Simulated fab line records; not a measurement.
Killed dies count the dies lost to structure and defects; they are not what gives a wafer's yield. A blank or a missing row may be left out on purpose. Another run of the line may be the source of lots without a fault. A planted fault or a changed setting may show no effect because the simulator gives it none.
8D (eight disciplines) problem report, filled in by code || flow n5 finfet || the parts of the form that need people (team, actions taken, sign-off) are left out

1. THE ISSUE
Mean of raw defect count at N5_BEOL_M9_INSPECT_13: 1086 across 3 wafers in 2 lots; on wafers with no fault it is 369 (standard deviation 79). Measured from the usual mean, that is +9.1 standard deviations.
The step: inspects for defects (brightfield).
Earliest sighting: wafer L534.3 on defect inspect-02 at day 12 06:27. The record has a number at this step for 33 wafers belonging to 11 lots. By rule, "out" or "out of limits" means more than 4 standard deviations away from the usual mean. The rest of the wafers with a number are treated as sound.

2. WHAT IT IS, WHAT IT ISN'T
{"question": "which readings at this step", "is": "raw defect count", "is not": "-"}
{"question": "which lots", "is": "L534, L535", "is not": "L523, L525, L526, L527, L539, L541, L542, L544, L545"}
{"question": "which wafers of those lots", "is": "L534.3, L535.2, L535.6", "is not": "L534.2, L534.5, L535.3"}
{"question": "read on which gauges", "is": "defect inspect-01, defect inspect-02", "is not": "-"}
{"question": "when", "is": "from day 12 06:27", "is not": "up to then (14 sound wafers); but 16 sound wafers of L535, L539, L541, L542, L544, L545 came after"}

3. SUSPECTS, AND WHAT RULES EACH OUT
Counting: if a tool at a process step up to the reading ran every lot that is out, it stays a suspect. Sound lots after the first of them don't rule it out here, since some wafers of a struck lot are sound.
- the gauge at N5_BEOL_M9_INSPECT_13: ruled out. 2 gauges (defect inspect-01, defect inspect-02) read the wafers that are out.
- pecvd-01 at N5_BEOL_M9_PECVD_70 (deposits SiO2 from TEOS/O2, target thk 20 nm, time 22.7 s): kept. It processed each lot that is out (first: L534, day 12 05:16); up to then, its last sound lot is L527 (day 11 00:50).
- Within pecvd-01 at N5_BEOL_M9_PECVD_70: the wafers that are out ran in chamber 1; their sound lot-mates ran in chambers 0, 2.
The count leaves pecvd-01 at N5_BEOL_M9_PECVD_70.

4. THE CAUSE (what the simulator had put in)
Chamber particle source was pecvd-01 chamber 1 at N5_BEOL_M9_PECVD_70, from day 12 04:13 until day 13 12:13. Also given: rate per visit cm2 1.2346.
Only this tool survived the counting.

5. THE CHAIN OF EFFECTS, in route order
Rows list readings where the struck wafers' mean (over those with a number) sits beyond 3 standard deviations from the usual. Only readings for which the record gives a usual standard deviation are gone through. hours: the time from each lot's start at the first step in this table that gives one to its start at this step, as a median over the lots. sigmas: the change in usual standard deviations.
{"hours": 0, "step": "N5_BEOL_M9_INSPECT_13", "reading": "raw defect count", "usual": 369, "on struck wafers": 1086, "change": "+717", "sigmas": "+9.1"}
{"hours": 63, "step": "N5_PASSIVATION_PROBE_49", "reading": "defect limited yield", "usual": "91.3 %", "on struck wafers": 81.4, "change": -9.9, "sigmas": -7.6}
{"hours": 63, "step": "N5_PASSIVATION_PROBE_49", "reading": "killed_at_M4_up", "usual": 15, "on struck wafers": 124, "change": "+109", "sigmas": "+20"}
{"hours": 63, "step": "N5_PASSIVATION_PROBE_49", "reading": "killed dies", "usual": 102, "on struck wafers": 220, "change": "+118", "sigmas": "+7.9"}
{"hours": 63, "step": "N5_PASSIVATION_PROBE_49", "reading": "killed on rim", "usual": 13, "on struck wafers": 30, "change": "+17", "sigmas": "+4.7"}
{"hours": 63, "step": "N5_PASSIVATION_PROBE_49", "reading": "sort_bin_5_function", "usual": "5.1 %", "on struck wafers": 11.7, "change": "+6.6", "sigmas": "+7.4"}
{"hours": 63, "step": "N5_PASSIVATION_PROBE_49", "reading": "sort n pass", "usual": 1078, "on struck wafers": 960, "change": -118, "sigmas": -7.9}
{"hours": 63, "step": "N5_PASSIVATION_PROBE_49", "reading": "sort yield pct", "usual": "91.3 %", "on struck wafers": 81.4, "change": -9.9, "sigmas": -7.6}
It contains these process steps:
- N5_PASSIVATION_PROBE_49

6. HOW IT WOULD HAVE BEEN CAUGHT EARLIER
The first out-of-limits reading at a measuring or inspecting step in this record came at day 12 06:27, 2 hours after the fault's start at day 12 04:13.
No tool reading at N5_BEOL_M9_PECVD_70 that has a usual standard deviation in the record was out on any struck wafer, so an alarm limit of 4 standard deviations on those readings would not have fired.
Lots out: 2; of these, L535 started N5_BEOL_M9_PECVD_70 on pecvd-01 after day 12 06:27. It would have been spared by a hold on the tool at that moment.
